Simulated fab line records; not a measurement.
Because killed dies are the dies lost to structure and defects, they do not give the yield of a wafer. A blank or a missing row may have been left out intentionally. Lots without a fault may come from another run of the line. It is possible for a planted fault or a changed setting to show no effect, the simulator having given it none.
Which tool did it?	flow n5 finfet	24 lots, 72 wafers sampled, at 4 steps of a route of 1938

WHAT THE GAUGES SHOWED, per wafer
N5_BEOL_M13_OCD_MEAS_35.
lot	measured	on	trench depth nm (nm)
L074	day 14 05:26	ocd-01	410 401 401
L077	day 14 22:50	ocd-02	421 408 422
L075	day 15 03:11	ocd-01	407 420 408
L076	day 15 08:29	ocd-01	405 428 419
L078	day 15 15:22	ocd-02	411 407 393
L080	day 16 01:38	ocd-01	396 412 394
L082	day 16 05:10	ocd-02	400 423 424
L079	day 16 17:47	ocd-01	407 421 408
L086	day 17 09:17	ocd-02	415 396 410
L081	day 17 15:43	ocd-02	410 411 412
L083	day 17 20:41	ocd-02	415 393 412
L084	day 17 21:08	ocd-01	417 416 418
L090	day 18 06:29	ocd-01	395 407 393
L085	day 18 07:40	ocd-02	420 407 407
L089	day 18 22:08	ocd-01	429 404 407
L087	day 19 01:12	ocd-01	418 425 417
L088	day 19 01:34	ocd-02	410 403 390
L091	day 19 05:53	ocd-02	407 406 389
L096	day 19 16:47	ocd-01	409 423 416
L092	day 19 21:22	ocd-01	415 390 392
L094	day 19 21:55	ocd-01	391 411 415
L093	day 20 05:59	ocd-01	417 402 423
L095	day 20 06:43	ocd-01	420 421 419
L097	day 20 13:18	ocd-01	409 408 418

N5_BEOL_M14_CD_MEAS_10 targets a cd of 250 nm.
lot	measured	on	cd nm (nm)
L074	day 14 14:40	cd sem-02	251.5 257.1 254.6
L077	day 15 04:17	cd sem-03	256.5 252.0 250.1
L075	day 15 07:15	cd sem-03	246.7 246.9 248.7
L076	day 15 12:42	cd sem-03	248.6 248.9 250.6
L078	day 15 19:36	cd sem-02	248.7 248.5 247.9
L080	day 16 03:51	cd sem-02	250.7 253.4 253.4
L082	day 16 16:16	cd sem-03	257.2 254.6 251.7
L079	day 16 22:48	cd sem-02	249.0 248.7 253.8
L086	day 17 14:13	cd sem-02	254.2 251.3 252.1
L081	day 17 19:08	cd sem-02	248.8 251.3 253.5
L083	day 18 00:29	cd sem-02	249.3 253.2 249.6
L084	day 18 00:55	cd sem-02	248.7 248.2 250.0
L090	day 18 12:29	cd sem-03	252.6 249.5 248.2
L085	day 18 12:44	cd sem-02	253.6 248.8 250.0
L089	day 19 04:58	cd sem-03	248.2 252.7 249.2
L087	day 19 06:39	cd sem-01	254.1 257.1 252.9
L088	day 19 07:21	cd sem-01	252.3 250.8 255.5
L091	day 19 12:40	cd sem-03	248.5 253.2 248.2
L096	day 19 21:29	cd sem-01	253.3 254.0 254.4
L092	day 20 01:41	cd sem-02	249.8 253.7 250.1
L094	day 20 03:39	cd sem-01	250.2 250.4 248.8
L093	day 20 09:07	cd sem-02	252.6 255.3 251.6
L095	day 20 09:25	cd sem-02	255.1 255.9 253.9
L097	day 20 20:04	cd sem-01	252.7 255.3 255.0

WHICH TOOL RAN EACH LOT (tool, then ch and the chambers of the sampled wafers, then the start)
lot	N5_BEOL_M13_SPUTTER_43	N5_BEOL_M13_DEP_53
L074	pvd sputter-03, day 14 12:54	pecvd-01 ch 0,1,2, day 14 14:02
L077	pvd sputter-02, day 15 02:26	pecvd-01 ch 0,2, day 15 03:32
L075	pvd sputter-01, day 15 05:09	pecvd-04 ch 0,2, day 15 06:28
L076	pvd sputter-02, day 15 10:38	pecvd-03 ch 1,2, day 15 11:52
L078	pvd sputter-02, day 15 17:53	pecvd-01 ch 0,1,2, day 15 18:59
L080	pvd sputter-03, day 16 02:07	pecvd-03 ch 0,2, day 16 03:13
L082	pvd sputter-03, day 16 14:26	pecvd-01 ch 1,2, day 16 15:38
L079	pvd sputter-01, day 16 20:57	pecvd-01 ch 0,1,2, day 16 22:04
L086	pvd sputter-02, day 17 12:30	pecvd-03 ch 0,1,2, day 17 13:35
L081	pvd sputter-02, day 17 17:20	pecvd-01 ch 0,2, day 17 18:31
L083	pvd sputter-01, day 17 22:34	pecvd-03 ch 0,1, day 17 23:44
L084	pvd sputter-01, day 17 22:53	pecvd-01 ch 0,1, day 17 23:59
L090	pvd sputter-02, day 18 10:40	pecvd-01 ch 0,1,2, day 18 11:52
L085	pvd sputter-02, day 18 11:01	pecvd-03 ch 1,2, day 18 12:07
L089	pvd sputter-03, day 19 03:14	pecvd-01 ch 0,1,2, day 19 04:21
L087	pvd sputter-01, day 19 04:49	pecvd-01 ch 0,1, day 19 06:01
L088	pvd sputter-01, day 19 05:11	pecvd-04 ch 0,2, day 19 06:36
L091	pvd sputter-02, day 19 10:56	pecvd-04 ch 0,1,2, day 19 12:02
L096	pvd sputter-02, day 19 19:17	pecvd-03 ch 0,1, day 19 20:38
L092	pvd sputter-01, day 19 23:19	pecvd-03 ch 1,2, day 20 00:56
L094	pvd sputter-01, day 20 01:48	pecvd-03 ch 0,1,2, day 20 02:53
L093	pvd sputter-01, day 20 06:49	pecvd-03 ch 0,2, day 20 08:29
L095	pvd sputter-03, day 20 07:12	pecvd-01 ch 0,2, day 20 08:46
L097	pvd sputter-01, day 20 18:17	pecvd-03 ch 0,1,2, day 20 19:27
- N5_BEOL_M13_SPUTTER_43: material TaN, target thk 15 nm, time 24.19 s.
- N5_BEOL_M13_DEP_53: deposits SiCN from 3MS/NH3, target thk 50 nm, time 17.8 s.

WHAT THE TOOLS THEMSELVES READ (means of the sampled wafers that have a number; where no wafer has one, the mark that the record gives instead)
N5_BEOL_M13_SPUTTER_43.
lot	tool	bias v (V)	susceptor temp C (C)	throttle valve pct (%)
L074	pvd sputter-03	170.7	50.05	29.8
L077	pvd sputter-02	169.8	49.96	30.0
L075	pvd sputter-01	169.1	50.03	30.1
L076	pvd sputter-02	168.4	49.90	29.6
L078	pvd sputter-02	167.9	49.90	30.0
L080	pvd sputter-03	167.5	50.10	30.6
L082	pvd sputter-03	170.4	49.97	29.8
L079	pvd sputter-01	170.6	49.98	30.1
L086	pvd sputter-02	169.6	50.04	29.9
L081	pvd sputter-02	171.4	50.09	30.1
L083	pvd sputter-01	169.4	50.05	30.1
L084	pvd sputter-01	167.6	50.04	30.0
L090	pvd sputter-02	168.9	49.91	29.8
L085	pvd sputter-02	168.9	50.01	29.9
L089	pvd sputter-03	168.9	50.00	30.1
L087	pvd sputter-01	168.3	49.97	29.5
L088	pvd sputter-01	168.8	49.99	29.5
L091	pvd sputter-02	169.3	50.08	29.9
L096	pvd sputter-02	168.5	50.05	29.6
L092	pvd sputter-01	169.3	49.98	29.9
L094	pvd sputter-01	169.2	49.98	29.5
L093	pvd sputter-01	167.6	50.01	30.5
L095	pvd sputter-03	168.7	50.00	29.7
L097	pvd sputter-01	167.9	50.00	30.3

N5_BEOL_M13_DEP_53.
lot	tool	showerhead plenum p Torr (Torr)	throttle valve pct (%)
L074	pecvd-01	4.161	17.7
L077	pecvd-01	4.157	18.1
L075	pecvd-04	4.157	18.9
L076	pecvd-03	4.134	18.1
L078	pecvd-01	4.167	17.8
L080	pecvd-03	4.158	18.0
L082	pecvd-01	4.178	17.1
L079	pecvd-01	4.156	17.9
L086	pecvd-03	4.160	18.4
L081	pecvd-01	4.151	18.7
L083	pecvd-03	4.169	19.2
L084	pecvd-01	4.171	17.5
L090	pecvd-01	4.154	17.8
L085	pecvd-03	4.138	17.9
L089	pecvd-01	4.162	18.0
L087	pecvd-01	4.149	18.4
L088	pecvd-04	4.156	19.0
L091	pecvd-04	4.160	19.3
L096	pecvd-03	4.176	19.2
L092	pecvd-03	4.139	18.2
L094	pecvd-03	4.153	18.4
L093	pecvd-03	4.169	19.0
L095	pecvd-01	4.151	18.1
L097	pecvd-03	4.154	18.5

THE ANSWER, worked out from the rows above alone
Rule: the usual values come from the lots themselves. Put in order of their means at a reading, lots are off if they are a third of the lots or fewer, leave a main group of 4 or more, and stand apart from it by a gap of 3 or more times the standard deviation of the main group's means; of several such gaps the widest counts. The tables above print the reading to a certain number of digits; a main group whose means all agree to those digits is not used. A lot without any number at a reading at which 4 lots or more have one is off too. The other lots that the step has rows for count as sound. The gauges are gone through in route order, then the tools' own readings, and for those a lot's mean is taken as printed above. At the first step where some lot is off, the reading lying furthest off is the one used; lots without a number count as furthest.
Across all readings shown, no lot is off: no conclusion can be drawn from this.

WHAT THE SIMULATOR PUT IN
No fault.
